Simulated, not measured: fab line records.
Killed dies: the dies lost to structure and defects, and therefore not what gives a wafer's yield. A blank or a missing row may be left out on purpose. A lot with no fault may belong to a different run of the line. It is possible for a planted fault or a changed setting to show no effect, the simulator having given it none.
fab line records | flow nand-harc
record lots=11 | wafers=33 | last-day=22
route steps=1159 shown A_CHANNEL_FILL_D1@494 A_STAIRCASE@531 END@1159
lots untouched by any fault: they come from a run of this same line in which no faults occurred
start-h: the number of hours between the record's first day and the start of the first shown wafer of the lot | wait-h: hours since the lot's step before | " unchanged from the row above | L1.1+2: a row that stands for several wafers | - no value present, or no start provided | * or withheld: withheld | < > ~ a bound
route shown NAME@n: a module of which the file shows steps, and the number in the route of the first | usual: mean and standard deviation over wafers with no fault | same: alike in all rows | chamber/n: place in a boat | sites: readings site by site | _std_site: the values' standard deviation | _edge_site: inner sites' mean taken away from outer sites' mean | radius-mm: how far each site lies from the wafer's centre | mask NAME#n: copy n | behind: the most recent tool/chamber to have shaped the wafer | hold: why the lot was held/for how many hours/how that ended | device: whichever transistor did not switch (one of n, p or np) | end of line: the route-end tests of the same wafers | where a step has no rows: the recipe by itself | killed: dies that structure and defects cost at the first sort, which is not the same as the wafer's yield | map: a wafer's dies, x killed, . not, _ none there
set.NAME: the setting that was run; set.NAME@STEP: the one run at that earlier step | model.NAME: the simulator's own value behind a step, which no gauge read
steps of the route over a sample of lots; a table a step, a row a wafer
services: a tool's chamber out of use, with start hour (start-h, from the record's first day; less than 0 if before it), hours out, and reason
## steps
# step NHARC_A_CHANNEL_FILL_D1_ALD_14
# recipe target-thk-a=25 | pulse-time-s=10 | ald-cycles=25 | temp-c=300 | material=SiO2
# usual heater-power-w=477/41 | precursor-pulse-height-rel=0.999/0.022
lot.wafer | tool      | chamber | start-h | wait-h | heater-power-w | precursor-pulse-height-rel | since-wet-clean-h
L797.3    | ald-hk-01 | 0       | 186.57  | 0.0    | 471            | 1.013                      | 126
L797.2    | "         | 3       | "       | "      | 452            | 1.001                      | 126
L797.5    | "         | 0       | "       | "      | 469            | 0.998                      | -
L798.3    | ald-hk-03 | 3       | 204.42  | 0.0    | 483            | 0.995                      | 49
L798.2    | "         | 0       | "       | "      | 529            | 0.975                      | 49
L798.4    | "         | 2       | "       | "      | 489            | 0.990                      | 49
L800.1    | ald-hk-01 | 2       | 204.42  | 0.0    | 482            | 1.003                      | 144
L800.4    | "         | 1       | "       | "      | 411            | 1.013                      | 144
L800.6    | "         | 2       | "       | "      | 486            | 0.995                      | -
L802.1    | ald-hk-02 | 3       | 218.02  | 0.6    | 478            | 1.018                      | 105
L802.3    | "         | 0       | "       | "      | 556            | 0.995                      | 105
L802.6    | "         | 2       | "       | "      | 438            | 0.953                      | -
L804.4    | ald-hk-02 | 2       | 233.05  | 1.4    | 443            | 1.014                      | 120
L804.2    | "         | 0       | "       | "      | 571            | 0.986                      | 120
L804.5    | "         | 3       | "       | "      | 496            | 1.013                      | -
L805.3    | ald-hk-03 | 2       | 233.18  | 1.6    | 479            | 0.994                      | 78
L805.5    | "         | 3       | "       | "      | 474            | 0.982                      | -
L805.6    | "         | 0       | "       | "      | 546            | 0.987                      | -
L803.2    | ald-hk-03 | 1       | 238.85  | 3.2    | 455            | 1.002                      | 83
L803.3    | "         | 2       | "       | "      | 476            | 1.003                      | 83
L803.4    | "         | 3       | "       | "      | 473            | 0.998                      | 83
L809.2    | ald-hk-03 | 2       | 268.79  | 0.0    | 479            | 1.005                      | 113
L809.4    | "         | 3       | "       | "      | 479            | 0.967                      | 113
L809.1    | "         | 1       | "       | "      | 455            | 0.988                      | 113
L810.4    | ald-hk-01 | 1       | 268.80  | 0.0    | 427            | 1.024                      | 31
L810.1    | "         | 3       | "       | "      | 466            | 1.001                      | 31
L810.5    | "         | 2       | "       | "      | 472            | 1.010                      | -
L811.3    | ald-hk-01 | 0       | 278.46  | 0.0    | 450            | 0.991                      | 40
L811.2    | "         | 1       | "       | "      | 417            | 1.011                      | 40
L811.4    | "         | 2       | "       | "      | 480            | 1.019                      | 40
L812.4    | ald-hk-03 | 1       | 278.49  | 0.1    | 451            | 0.987                      | 123
L812.3    | "         | 2       | "       | "      | 479            | 1.006                      | 123
L812.5    | "         | 0       | "       | "      | 531            | 1.000                      | -
# step NHARC_A_CHANNEL_FILL_D1_STRIP_28
# recipe time-s=20 | o2-flow-sccm=500 | ar-flow-sccm=0 | bias-w=0 | chemistry=O2
# usual drypump-motor-current-A=5.8/0.53 | oes-product-au=1.003/0.011 | rf-vpp-V=57.8/1 | showerhead-plenum-p-Torr=3.54/0.16 | throttle-valve-pct=17.037/0.009
lot.wafer | tool        | chamber | start-h | wait-h | drypump-motor-current-A | oes-product-au | rf-hours-counter-h | rf-vpp-V | showerhead-plenum-p-Torr | throttle-valve-pct
L797.3    | rie-diel-08 | 3       | 204.18  | 0.1    | 5.2                     | 0.991          | 13                 | 57.4     | 3.37                     | 17.040
L797.2    | "           | 2       | "       | "      | 6.1                     | 0.999          | 13                 | 58.0     | 3.52                     | 17.038
L797.5    | "           | 0       | "       | "      | 5.6                     | 1.009          | -                  | 57.4     | 3.56                     | 17.010
L798.4    | rie-diel-09 | 1       | 223.47  | 0.1    | 5.8                     | 0.982          | 3                  | 57.7     | 3.45                     | 17.046
L798.2    | "           | 2       | "       | "      | 5.4                     | 1.000          | 4                  | 59.7     | 3.69                     | 17.020
L798.3    | "           | 3       | "       | "      | 5.0                     | 0.998          | 4                  | 57.1     | 3.60                     | 17.034
L800.1    | rie-diel-10 | 1       | 223.51  | 0.1    | 6.8                     | 1.012          | 1                  | 57.4     | 3.49                     | 17.041
L800.4    | "           | 2       | "       | "      | 5.4                     | 0.989          | 1                  | 59.0     | 3.33                     | 17.036
L800.6    | "           | 0       | "       | "      | 5.9                     | 1.000          | -                  | 58.3     | 3.34                     | 17.023
L802.3    | rie-diel-09 | 0       | 235.06  | 0.1    | 5.4                     | 1.012          | 4                  | 59.1     | 3.74                     | 17.040
L802.1    | "           | 1       | "       | "      | 5.8                     | 0.985          | 4                  | 57.1     | 3.45                     | 17.030
L802.6    | "           | 0       | "       | "      | 5.3                     | 1.016          | -                  | 58.4     | 3.74                     | 17.051
L804.2    | rie-diel-10 | 2       | 251.52  | 0.1    | 5.4                     | 1.009          | 2                  | 58.2     | 3.33                     | 17.038
L804.4    | "           | 1       | "       | "      | 6.8                     | 1.019          | 2                  | 57.9     | 3.49                     | 17.048
L804.5    | "           | 2       | "       | "      | 5.4                     | 0.999          | -                  | 57.9     | 3.33                     | 17.011
L805.3    | rie-diel-09 | 0       | 251.55  | 0.1    | 5.3                     | 1.008          | 4                  | 58.7     | 3.74                     | 17.040
L805.6    | "           | 3       | "       | "      | 5.0                     | 1.001          | -                  | 57.8     | 3.60                     | 17.031
L805.5    | "           | 0       | "       | "      | 5.3                     | 1.015          | -                  | 58.7     | 3.74                     | 17.038
L803.3    | rie-diel-10 | 2       | 256.47  | 0.7    | 5.4                     | 1.005          | 2                  | 56.5     | 3.33                     | 17.017
L803.2    | "           | 0       | "       | "      | 5.9                     | 1.015          | 3                  | 57.1     | 3.34                     | 17.036
L803.4    | "           | 1       | "       | "      | 6.7                     | 1.021          | 3                  | 58.2     | 3.49                     | 17.027
L810.1    | rie-diel-09 | 2       | 285.96  | 0.1    | 5.4                     | 0.994          | 1                  | 58.0     | 3.69                     | 17.052
L810.4    | "           | 0       | "       | "      | 5.3                     | 1.020          | 1                  | 57.9     | 3.74                     | 17.026
L810.5    | "           | 2       | "       | "      | 5.4                     | 0.994          | -                  | 57.7     | 3.69                     | 17.035
L809.1    | rie-diel-10 | 3       | 285.98  | 0.1    | 6.3                     | 1.005          | 4                  | 57.8     | 3.77                     | 17.043
L809.2    | "           | 0       | "       | "      | 5.9                     | 1.006          | 4                  | 58.8     | 3.34                     | 17.042
L809.4    | "           | 2       | "       | "      | 5.4                     | 0.993          | 4                  | 56.5     | 3.33                     | 17.025
L812.3    | rie-diel-10 | 1       | 295.63  | 0.1    | 6.8                     | 1.011          | 5                  | 58.1     | 3.49                     | 17.035
L812.4    | "           | 0       | "       | "      | 5.9                     | 1.001          | 5                  | 56.2     | 3.34                     | 17.026
L812.5    | "           | 1       | "       | "      | 6.8                     | 1.003          | -                  | 55.8     | 3.49                     | 17.035
L811.4    | rie-diel-10 | 3       | 295.67  | 0.1    | 6.2                     | 0.997          | 4                  | 57.5     | 3.77                     | 17.027
L811.2    | "           | 1       | "       | "      | 6.8                     | 1.007          | 5                  | 57.8     | 3.49                     | 17.040
L811.3    | "           | 2       | "       | "      | 5.5                     | 0.998          | 4                  | 59.2     | 3.33                     | 17.025
# step NHARC_A_CHANNEL_FILL_D1_STRIP_29
# recipe time-s=20 | o2-flow-sccm=500 | ar-flow-sccm=0 | bias-w=0 | chemistry=O2
# usual drypump-motor-current-A=5.8/0.52 | oes-product-au=1.002/0.012 | rf-vpp-V=57.7/0.89 | showerhead-plenum-p-Torr=3.54/0.16 | throttle-valve-pct=17.036/0.0097
lot.wafer | tool        | chamber | start-h | wait-h | drypump-motor-current-A | oes-product-au | rf-hours-counter-h | rf-vpp-V | showerhead-plenum-p-Torr | throttle-valve-pct
L797.3    | rie-diel-09 | 0       | -       | -      | 5.4                     | 1.009          | 3                  | 57.4     | 3.74                     | 17.028
L797.2    | "           | 3       | "       | "      | 5.0                     | 0.999          | 4                  | 58.5     | 3.60                     | 17.031
L797.5    | "           | 0       | "       | "      | 5.4                     | 1.010          | -                  | 57.2     | 3.74                     | 17.017
L800.1    | rie-diel-08 | 0       | 240.87  | 0.2    | 5.6                     | 1.027          | 22                 | 56.6     | 3.56                     | 17.017
L800.6    | "           | 1       | "       | "      | 6.6                     | 1.003          | -                  | 57.5     | 3.43                     | 17.031
L800.4    | "           | 0       | "       | "      | 5.6                     | 1.014          | -                  | 57.9     | 3.56                     | 17.027
L798.4    | rie-diel-10 | 1       | -       | -      | 6.8                     | 1.023          | 2                  | 57.9     | 3.49                     | 17.019
L798.3    | "           | 2       | "       | "      | 5.4                     | 0.993          | 2                  | 57.1     | 3.33                     | 17.050
L798.2    | "           | 3       | "       | "      | 6.3                     | 0.994          | 2                  | 57.3     | 3.77                     | 17.034
L802.1    | rie-diel-10 | 2       | -       | -      | 5.4                     | 1.000          | 2                  | 56.2     | 3.33                     | 17.032
L802.3    | "           | 3       | "       | "      | 6.2                     | 0.988          | 2                  | 58.0     | 3.77                     | 17.030
L802.6    | "           | 1       | "       | "      | 6.8                     | 1.010          | -                  | 58.4     | 3.49                     | 17.014
L805.3    | rie-diel-09 | 0       | -       | -      | 5.3                     | 1.019          | 0                  | 57.2     | 3.74                     | 17.046
L805.6    | "           | 1       | "       | "      | 5.8                     | 0.990          | -                  | 57.0     | 3.45                     | 17.051
L805.5    | "           | 2       | "       | "      | 5.4                     | 0.987          | -                  | 57.8     | 3.69                     | 17.044
L804.4    | rie-diel-10 | 1       | -       | -      | 6.8                     | 1.017          | 3                  | 57.7     | 3.49                     | 17.035
L804.2    | "           | 2       | "       | "      | 5.4                     | 1.003          | 3                  | 58.7     | 3.33                     | 17.024
L804.5    | "           | 3       | "       | "      | 6.3                     | 1.000          | -                  | 58.5     | 3.77                     | 17.031
L803.4    | rie-diel-10 | 3       | -       | -      | 6.3                     | 1.001          | 3                  | 59.0     | 3.77                     | 17.031
L803.3    | "           | 0       | "       | "      | 5.9                     | 1.014          | 4                  | 57.1     | 3.34                     | 17.028
L803.2    | "           | 1       | "       | "      | 6.8                     | 1.020          | 4                  | 57.2     | 3.49                     | 17.050
L810.4    | rie-diel-10 | 2       | -       | -      | 5.4                     | 1.001          | 5                  | 57.7     | 3.33                     | 17.026
L810.1    | "           | 0       | "       | "      | 5.9                     | 1.006          | 5                  | 58.0     | 3.34                     | 17.036
L810.5    | "           | 3       | "       | "      | 6.3                     | 0.994          | -                  | 56.6     | 3.77                     | 17.039
L809.2    | rie-diel-09 | 3       | -       | -      | 5.0                     | 0.994          | 1                  | 58.6     | 3.60                     | 17.012
L809.1    | "           | 0       | "       | "      | 5.4                     | 1.017          | 1                  | 57.6     | 3.74                     | 17.028
L809.4    | "           | 1       | "       | "      | 5.8                     | 0.987          | 1                  | 58.7     | 3.45                     | 17.041
L812.4    | rie-diel-08 | 3       | -       | -      | 5.2                     | 0.995          | 0                  | 57.5     | 3.36                     | 17.027
L812.3    | "           | 1       | "       | "      | 6.5                     | 0.991          | 0                  | 56.7     | 3.43                     | 17.024
L812.5    | "           | 2       | "       | "      | 6.1                     | 1.010          | -                  | 57.2     | 3.51                     | 17.039
L811.3    | rie-diel-09 | 1       | -       | -      | 5.8                     | 0.979          | 1                  | 56.8     | 3.45                     | 17.031
L811.4    | "           | 3       | "       | "      | 5.0                     | 1.000          | 1                  | 58.2     | 3.60                     | 17.047
L811.2    | "           | 0       | "       | "      | 5.4                     | 1.012          | 1                  | 56.7     | 3.74                     | 17.040
# step NHARC_A_STAIRCASE_ETCH_169
# recipe target-depth-a=500 | time-s=107.1 | ion-energy-ev=120 | ch3f-flow-sccm=50 | o2-flow-sccm=30 | ar-flow-sccm=200 | rf-w=500 | bias-w=100 | chemistry=CH3F/O2
# usual drypump-motor-current-A=5.8/0.43 | oes-product-au=0.953/0.02 | rf-vpp-V=244.9/1.7 | run-length-s=128.4/0.35 | showerhead-plenum-p-Torr=2.49/0.1 | throttle-valve-pct=20.662/0.0087 | time-s=107.1/0
lot.wafer | tool        | chamber | start-h | wait-h | drypump-motor-current-A | oes-product-au | rf-hours-counter-h | rf-vpp-V | run-length-s | showerhead-plenum-p-Torr | throttle-valve-pct | time-s
L797.2    | rie-diel-04 | 1       | 228.78  | 0.2    | 5.8                     | 0.924          | 45                 | 242.4    | 128.5        | 2.32                     | 20.656             | 107.1
L797.3    | "           | 2       | "       | "      | 6.0                     | 0.929          | 44                 | 245.5    | 128.4        | 2.46                     | 20.670             | 107.1
L797.5    | "           | 1       | "       | "      | 5.9                     | 0.925          | -                  | 242.2    | 128.3        | 2.32                     | 20.673             | 107.1
L800.1    | rie-diel-05 | 3       | 249.26  | 0.1    | 5.0                     | 0.973          | 31                 | 245.9    | 128.9        | 2.56                     | 20.674             | 107.1
L800.4    | "           | 1       | "       | "      | 6.1                     | 0.977          | 30                 | 242.9    | 128.4        | 2.48                     | 20.673             | 107.1
L800.6    | "           | 3       | "       | "      | 5.0                     | 0.969          | -                  | 246.1    | 128.5        | 2.56                     | 20.648             | 107.1
L798.4    | rie-diel-05 | 1       | 251.43  | 0.0    | 6.1                     | 0.966          | 30                 | 244.9    | 128.6        | 2.48                     | 20.665             | 107.1
L798.2    | "           | 2       | "       | "      | 6.3                     | 0.942          | 31                 | 246.5    | 128.6        | 2.65                     | 20.677             | 107.1
L798.3    | "           | 0       | "       | "      | 5.3                     | 1.004          | 30                 | 247.3    | 127.9        | 2.62                     | 20.645             | 107.1
L802.3    | rie-diel-05 | 1       | 263.67  | 0.1    | 6.1                     | 0.983          | 35                 | 246.0    | 128.7        | 2.48                     | 20.673             | 107.1
L802.1    | "           | 0       | "       | "      | 5.3                     | 0.960          | 35                 | 246.7    | 127.9        | 2.62                     | 20.666             | 107.1
L802.6    | "           | 1       | "       | "      | 6.1                     | 0.985          | -                  | 242.8    | 128.5        | 2.48                     | 20.660             | 107.1
L804.2    | rie-diel-04 | 2       | 276.21  | 0.1    | 5.9                     | 0.924          | 64                 | 244.4    | 128.3        | 2.45                     | 20.664             | 107.1
L804.5    | "           | 0       | "       | "      | 6.3                     | 0.917          | -                  | 243.7    | 128.1        | 2.55                     | 20.666             | 107.1
L804.4    | "           | 2       | "       | "      | 6.0                     | 0.920          | -                  | 244.5    | 128.5        | 2.45                     | 20.678             | 107.1
L805.3    | rie-diel-04 | 3       | 276.42  | 0.1    | 5.9                     | 0.949          | 48                 | 244.5    | 128.0        | 2.50                     | 20.674             | 107.1
L805.5    | "           | 3       | "       | "      | 5.9                     | 0.944          | -                  | 246.0    | 128.2        | 2.50                     | 20.667             | 107.1
L805.6    | "           | 0       | "       | "      | 6.3                     | 0.938          | -                  | 245.5    | 127.9        | 2.55                     | 20.653             | 107.1
L803.4    | rie-diel-04 | 0       | 281.56  | 0.1    | 6.3                     | 0.952          | 61                 | 245.3    | 128.4        | 2.55                     | 20.665             | 107.1
L803.2    | "           | 1       | "       | "      | 5.8                     | 0.966          | 61                 | 242.8    | 128.4        | 2.31                     | 20.653             | 107.1
L803.3    | "           | 2       | "       | "      | 5.9                     | 0.974          | 66                 | 244.5    | 128.3        | 2.45                     | 20.661             | 107.1
L809.4    | rie-diel-04 | 0       | 310.65  | 0.1    | 6.3                     | 0.964          | 3                  | 245.9    | 96.0         | 2.54                     | 20.657             | 74.97
L809.1    | "           | 1       | "       | "      | 5.8                     | 0.951          | 3                  | 241.1    | 96.1         | 2.31                     | 20.658             | 74.97
L809.2    | "           | 3       | "       | "      | 5.9                     | 0.954          | 3                  | 244.4    | 95.6         | 2.50                     | 20.657             | 74.97
L810.4    | rie-diel-04 | 1       | 311.09  | 0.3    | 5.9                     | 0.945          | 4                  | 244.6    | 96.0         | 2.31                     | 20.674             | 74.97
L810.1    | "           | 2       | "       | "      | 5.9                     | 0.942          | 3                  | 242.5    | 96.1         | 2.45                     | 20.674             | 74.97
L810.5    | "           | 1       | "       | "      | 5.8                     | 0.955          | -                  | 242.0    | 95.9         | 2.31                     | 20.663             | 74.97
L811.2    | rie-diel-04 | 2       | 320.36  | 0.1    | 6.0                     | 0.954          | 9                  | 244.9    | 96.3         | 2.44                     | 20.658             | 74.97
L811.4    | "           | 0       | "       | "      | 6.3                     | 0.958          | 8                  | 246.3    | 96.2         | 2.54                     | 20.652             | 74.97
L811.3    | "           | 1       | "       | "      | 5.9                     | 0.949          | 8                  | 241.2    | 96.1         | 2.31                     | 20.653             | 74.97
L812.3    | rie-diel-04 | 1       | 320.53  | 0.1    | 5.8                     | 0.947          | 8                  | 241.8    | 96.7         | 2.31                     | 20.680             | 74.97
L812.4    | "           | 2       | "       | "      | 5.9                     | 0.929          | 9                  | 244.6    | 96.7         | 2.45                     | 20.650             | 74.97
L812.5    | "           | 2       | "       | "      | 6.0                     | 0.930          | -                  | 243.4    | 96.6         | 2.45                     | 20.667             | 74.97
# step NHARC_END_SORT_01
# recipe temp-c=25
# usual killed-at-array=27/12 | killed-at-other=0.8/1 | killed-at-periphery=4.0/2.5 | killed-dies=32/11 | killed-open=3.3/1.8 | killed-short=2.0/1.5
# same gross-dies=677
lot.wafer | tool      | chamber | start-h | wait-h | killed-at-array | killed-at-other | killed-at-periphery | killed-dies | killed-open | killed-short
L809.1    | prober-02 | 0       | 504.21  | 2.5    | 675             | 0               | 2                   | 677         | 3           | 2
L809.2    | prober-02 | 0       | 505.00  | 2.8    | 671             | 2               | 4                   | 677         | 4           | 6
L809.4    | prober-02 | 0       | 506.59  | 3.4    | 675             | 0               | 2                   | 677         | 4           | 0
L810.1    | prober-01 | 0       | 507.74  | 2.5    | 676             | 0               | 1                   | 677         | 1           | 1
L810.4    | prober-01 | 0       | 510.10  | 3.4    | 674             | 0               | 3                   | 677         | 3           | 2
L810.5    | prober-01 | 0       | 510.88  | 3.6    | 675             | 0               | 2                   | 677         | 3           | 1
L811.2    | prober-02 | 0       | 513.64  | 2.9    | 671             | 1               | 5                   | 677         | 4           | 3
L811.3    | prober-02 | 0       | 514.45  | 3.2    | 673             | 0               | 4                   | 677         | 4           | 4
L811.4    | prober-02 | 0       | 515.26  | 3.5    | 670             | 0               | 7                   | 677         | 1           | 4
L812.3    | prober-01 | 0       | 534.68  | 3.1    | 672             | 3               | 2                   | 677         | 5           | 1
L812.4    | prober-01 | 0       | 535.49  | 3.4    | 673             | 1               | 3                   | 677         | 3           | 4
L812.5    | prober-01 | 0       | 536.29  | 3.7    | 674             | 1               | 2                   | 677         | 2           | 1
# killed by level:class
L809.1 A_STAIRCASE:area-etch=644 A_CHANNEL_HOLE_D1:chamber-film-flake=13 A_SLIT:chamber-film-flake=10 A_WL_FILL:chamber-film-flake=2 P_CONTACT:geometric-particle:short=1 P_M0:geometric-particle:open=1 A_CHANNEL_FILL_D1:geometric-particle:short=1 A_CONTACT:geometric-particle:open=1
L809.2 A_STAIRCASE:area-etch=625 A_CHANNEL_HOLE_D1:chamber-film-flake=21 A_SLIT:chamber-film-flake=10 A_STAIRCASE:chamber-film-flake=4 P_CONTACT:geometric-particle:short=2 A_WL_FILL:geometric-particle:short=2 A_CONTACT:chamber-film-flake=2 P_CONTACT:geometric-particle:open=1
L809.4 A_STAIRCASE:area-etch=634 A_CHANNEL_HOLE_D1:chamber-film-flake=21 A_SLIT:chamber-film-flake=14 A_STAIRCASE:chamber-film-flake=2 A_CONTACT:chamber-film-flake=2 P_GATE:geometric-particle:open=1 P_M0:geometric-particle:open=1 A_ONON_D1:geometric-particle:open=1
L810.1 A_STAIRCASE:area-etch=661 A_CHANNEL_HOLE_D1:chamber-film-flake=5 A_CONTACT:chamber-film-flake=4 A_BLC:chamber-film-flake=3 A_STAIRCASE:geometric-particle:open=1 A_CONTACT:geometric-particle:short=1 P_GATE:chamber-film-flake=1 A_STAIRCASE:chamber-film-flake=1
L810.4 A_STAIRCASE:area-etch=645 A_CHANNEL_HOLE_D1:chamber-film-flake=8 A_STAIRCASE:chamber-film-flake=8 A_BLC:chamber-film-flake=7 P_M0:geometric-particle:open=1 P_M0:geometric-particle:short=1 A_SGD_CUT:geometric-particle:short=1 A_WL_FILL:geometric-particle:open=1
L810.5 A_STAIRCASE:area-etch=666 A_CHANNEL_HOLE_D1:chamber-film-flake=5 A_M1:geometric-particle:open=2 P_GATE:chamber-film-flake=2 A_SGD_CUT:geometric-particle:short=1 A_BLC:geometric-particle:open=1
L811.2 A_STAIRCASE:area-etch=631 A_SLIT:chamber-film-flake=14 A_CHANNEL_HOLE_D1:chamber-film-flake=14 P_M0:chamber-film-flake=2 A_CHANNEL_FILL_D1:chamber-film-flake=2 A_STAIRCASE:chamber-film-flake=2 A_WL_FILL:chamber-film-flake=2 A_CONTACT:chamber-film-flake=2
L811.3 A_STAIRCASE:area-etch=627 A_CHANNEL_HOLE_D1:chamber-film-flake=18 A_SLIT:chamber-film-flake=9 A_CONTACT:chamber-film-flake=5 A_STAIRCASE:chamber-film-flake=4 P_M0:chamber-film-flake=2 A_WL_FILL:chamber-film-flake=2 P_STI:geometric-particle:short=1
L811.4 A_STAIRCASE:area-etch=638 A_CHANNEL_HOLE_D1:chamber-film-flake=14 A_SLIT:chamber-film-flake=7 P_M0:chamber-film-flake=3 A_STAIRCASE:chamber-film-flake=3 A_WL_FILL:chamber-film-flake=3 P_GATE:geometric-particle:short=1 P_M1:geometric-particle:short=1
L812.3 A_STAIRCASE:area-etch=653 A_CHANNEL_HOLE_D1:chamber-film-flake=6 A_CHANNEL_FILL_D1:chamber-film-flake=4 A_BLC:geometric-particle:open=2 A_SLIT:chamber-film-flake=2 THIN_TSV:chamber-film-flake=2 A_CHANNEL_FILL_D1:geometric-particle:open=1 A_WL_FILL:geometric-particle:short=1
L812.4 A_STAIRCASE:area-etch=652 A_CHANNEL_HOLE_D1:chamber-film-flake=5 A_CHANNEL_FILL_D1:chamber-film-flake=5 A_WL_FILL:geometric-particle:short=3 A_STAIRCASE:chamber-film-flake=3 P_M0:chamber-film-flake=2 P_M0:geometric-particle:short=1 A_ONON_D1:geometric-particle:open=1
L812.5 A_STAIRCASE:area-etch=657 A_CHANNEL_HOLE_D1:chamber-film-flake=7 A_SLIT:chamber-film-flake=6 A_STAIRCASE:chamber-film-flake=3 P_GATE:geometric-particle:open=1 P_GATE:geometric-particle:short=1 A_CONTACT:geometric-particle:open=1 THIN_TSV:chamber-film-flake=1
## services
tool        | chamber | start-h | hours | kind
rie-diel-05 | -       | 163.60  | 9.0   | pm
rie-diel-10 | -       | 176.50  | 9.0   | pm
rie-diel-10 | 0       | 176.50  | 9.0   | vent-cycle
rie-diel-10 | 1       | 176.50  | 9.0   | vent-cycle
rie-diel-10 | 2       | 176.50  | 9.0   | vent-cycle
rie-diel-10 | 3       | 176.50  | 9.0   | vent-cycle
rie-diel-10 | 0       | 185.50  | -     | clean
rie-diel-10 | 1       | 185.50  | -     | clean
rie-diel-04 | 3       | 202.68  | 26.3  | repair
rie-diel-04 | -       | 206.60  | 0.8   | repair
ald-hk-03   | -       | 209.25  | 1.4   | repair
rie-diel-08 | 1       | 222.66  | 4.4   | repair
rie-diel-08 | 3       | 223.36  | 4.8   | repair
ald-hk-01   | -       | 228.34  | 10.0  | pm
rie-diel-05 | 0       | 250.14  | 1.2   | repair
rie-diel-09 | 1       | 250.30  | 2.0   | repair
rie-diel-09 | -       | 254.10  | 9.0   | pm
rie-diel-08 | -       | 256.14  | 0.5   | repair
rie-diel-04 | 1       | 269.64  | 10.0  | repair
rie-diel-10 | 3       | 270.36  | 3.2   | repair
rie-diel-04 | -       | 288.90  | 9.0   | pm
rie-diel-09 | 3       | 289.63  | 3.5   | repair
ald-hk-03   | -       | 289.84  | 0.9   | repair
rie-diel-08 | -       | 301.80  | 9.0   | pm
## key
first-sign step=NHARC_A_STAIRCASE_ETCH_169 | reading=time-s | direction=down | sigmas=99+ | usual=* | struck=*
effect step=NHARC_A_STAIRCASE_ETCH_169 | reading=run-length-s | direction=down | sigmas=91 | usual=* | struck=*
effect step=NHARC_END_SORT_01 | reading=killed-dies | direction=up | sigmas=58 | usual=32 | struck=677
more-kills-born-at NHARC_A_STAIRCASE_ETCH_169@rie-diel-04=7733
met-at NHARC_A_STAIRCASE_ETCH_169
struck-lots L809,L810,L811,L812
later-rows-left-out L809.1,L809.2,L809.4,L810.1,L810.4,L810.5,L811.2,L811.3,L811.4,L812.3,L812.4,L812.5
tester-left-out L809,L810,L811,L812
not-acting-at NHARC_A_CHANNEL_FILL_D1_ALD_14,NHARC_A_CHANNEL_FILL_D1_STRIP_28,NHARC_A_CHANNEL_FILL_D1_STRIP_29
onset-between 281.56 310.65
fault kind=recipe-version-skew | tool=rie-diel-04,rie-diel-05,rie-diel-07 | chamber=- | onset-h=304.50 | steps=NHARC_A_STAIRCASE_ETCH_169 | wrong-recipe.time-s=*
# tester-left-out: of these lots the tester's yield and bins aren't shown, on N5 and GAA mostly nor the transistor test; their killed dies are dies lost to structure and defects alone, not to doping, threshold or leakage, so they don't give the yield
# later-rows-left-out: the simulator's readings of these wafers behind a module that went badly wrong aren't trusted and aren't shown, but for the sort
